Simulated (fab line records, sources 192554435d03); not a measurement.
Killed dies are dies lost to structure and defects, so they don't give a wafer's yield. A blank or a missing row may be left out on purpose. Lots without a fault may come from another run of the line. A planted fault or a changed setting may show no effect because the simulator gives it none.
Split-lot experiment | flow n5_finfet | 7 lots, 21 wafers read, on a route of 1938 steps

THE SPLIT
At N5_BEOL_M9_PECVD_70 (deposits SiO2 from TEOS/O2, target thk 20 nm, time 22.7 s), the setting time_s was moved away from the recipe's 22.7 s on 8 of the 21 wafers read, by -11.6% to +14.6%. The other wafers ran this setting at the recipe's value.

The reading is taken at the split's own step.

THE READING
SiO2_of_BEOL_M9_PECVD_70.thk_nm (the simulator's own value, which no gauge read), in nm, at N5_BEOL_M9_PECVD_70 (deposits SiO2 from TEOS/O2, target thk 20 nm, time 22.7 s). The file gives no usual value for it. The 13 wafers here that ran the recipe average 20.0 nm, standard deviation 0.33 nm.

wafer  | tool, chamber at the split | time_s as run, s | against the recipe | SiO2_of_BEOL_M9_PECVD_70.thk_nm, nm | against lot-mates on the recipe
L076.1 | pecvd-02, 1,0              | 22.7             | recipe             | 19.6                                | -
L076.3 | pecvd-02, 1,0              | 22.7             | recipe             | 19.6                                | -
L076.4 | pecvd-02, 2                | 22.7             | recipe             | 20.4                                | -
L086.2 | pecvd-02, 1                | 22.7             | recipe             | 19.4                                | -
L086.3 | pecvd-02, 0                | 25.73            | +13.3%             | 22.4                                | +2.7
L086.4 | pecvd-02, 1                | 22.7             | recipe             | 20                                  | -
L087.1 | pecvd-02, 0                | 22.7             | recipe             | 20                                  | -
L087.2 | pecvd-02, 2                | 26.01            | +14.6%             | 22.4                                | +2.1
L087.6 | pecvd-02, 0                | 22.7             | recipe             | 20.6                                | -
L089.1 | pecvd-03, 1                | 22.7             | recipe             | 19.8                                | -
L089.4 | pecvd-03, 1                | 22.7             | recipe             | 20                                  | -
L089.5 | pecvd-03, 2                | 20.62            | -9.2%              | 18.2                                | -1.7
L092.2 | pecvd-03, 2,0              | 20.72            | -8.7%              | 17.8                                | -2.2
L092.3 | pecvd-03, 2,0              | 20.72            | -8.7%              | 17.8                                | -2.2
L092.4 | pecvd-03, 1                | 22.7             | recipe             | 20                                  | -
L090.2 | pecvd-04, 2                | 20.07            | -11.6%             | 17.6                                | -2.4
L090.4 | pecvd-04, 1,0              | 22.7             | recipe             | 20                                  | -
L090.5 | pecvd-04, 1,0              | 22.7             | recipe             | 20                                  | -
L094.1 | pecvd-04, 1                | 21.37            | -5.9%              | 18.8                                | -1.6
L094.5 | pecvd-04, 0                | 22.7             | recipe             | 20.4                                | -
L094.6 | pecvd-04, 1                | 21.37            | -5.9%              | 19.2                                | -1.2
Where a row lists several chambers, the file gives one row for several wafers and doesn't say which wafer went through which chamber.

THE FIT
A straight line over all 21 wafers: SiO2_of_BEOL_M9_PECVD_70.thk_nm changes by +0.192 nm for each +1% of time_s; r = +0.97; the points scatter about the line by 0.33 nm.
The same after taking each lot's own level away (the mean of its wafers on the recipe; 21 wafers): +0.196 nm for each +1%; r = +0.97; scatter 0.31 nm.
On that fit, the largest move of time_s shifts the reading by 2.9 nm.
The lots' own levels span 19.70 to 20.40 nm, that is 2.1 times the standard deviation above.
So the lot-to-lot level changes the slope little: the two slopes agree.
Check: with one of the wafers moved furthest among these (+14.6%) left out of the fit, the line predicts +3.1 nm for it against its lot-mates. It came out at +2.1 nm against them.

OTHER SPLITS ON THESE WAFERS
These wafers also went through other splits before the reading. Each is held against what the fit with the lots' levels taken away leaves over:
other split on the same wafers   | wafers away from the commonest value | r with SiO2_of_BEOL_M9_PECVD_70.thk_nm (lot level and that fit taken away)
N5_BEOL_M7_TRENCH_ETCH_37 time_s | 4                                    | +0.43
N5_BEOL_M8_TRENCH_ETCH_37 time_s | 8                                    | -0.13
N5_BEOL_M9_ILD_DEP_00 time_s     | 9                                    | +0.01

THE FILE'S OWN FIT
SiO2_of_BEOL_M9_PECVD_70.thk_nm changes by +0.191 nm for each +1% of time_s, r = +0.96.
